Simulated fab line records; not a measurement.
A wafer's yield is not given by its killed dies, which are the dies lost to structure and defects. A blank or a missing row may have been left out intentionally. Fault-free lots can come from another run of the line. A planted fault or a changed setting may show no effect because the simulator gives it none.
Chamber matching ; flow nandHarc ; 4 sister chambers for NHARC_P_CONTACT_STRIP_28 on rieDiel-11
The step strips in O2. 4 wafers are shown with their chamber, then 12 later ones without.

## WAFERS PAIRED WITH THEIR CHAMBERS
wafer;chamber;showerheadPlenumPTorr (Torr)
L082.2;0;3.63
L086.5;1;3.63
L085.5;2;3.47
L085.6;3;3.30

## WAFERS WITH NO CHAMBER GIVEN
wafer;showerheadPlenumPTorr (Torr)
L090.1;3.63
L090.3;3.63
L090.5;3.63
L092.1;3.47
L092.3;3.63
L092.4;3.63
L095.3;3.46
L095.5;3.30
L095.6;3.46
L097.1;3.63
L097.3;3.46
L097.4;3.30

## CHAMBER TAKEN BY EACH
wafer;from the rows above;in truth
L090.1;can't be placed: 0 or 1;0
L090.3;can't be placed: 0 or 1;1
L090.5;can't be placed: 0 or 1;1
L092.1;2;2
L092.3;can't be placed: 0 or 1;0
L092.4;can't be placed: 0 or 1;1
L095.3;2;2
L095.5;3;3
L095.6;2;2
L097.1;can't be placed: 0 or 1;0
L097.3;2;2
L097.4;3;3
Correctly placed: 6 of 12. Cannot be placed on the basis of these rows: 6; the candidates contain the true chamber in 6. Wrongly placed: 0.
How it was worked out, from the rows above alone: a wafer's distance from a chamber is the root of the sum, over the readings, of the square of ((its reading less the chamber's mean) divided by the reading's scatter). The wafer belongs to the nearest chamber; if the next one is less than 2 further off, it can't be placed. The mean given for a chamber averages the wafers shown for that chamber. The scatter: with one shown wafer a chamber, the root of the mean of the squares of how far each hidden wafer lies from its nearest shown one.
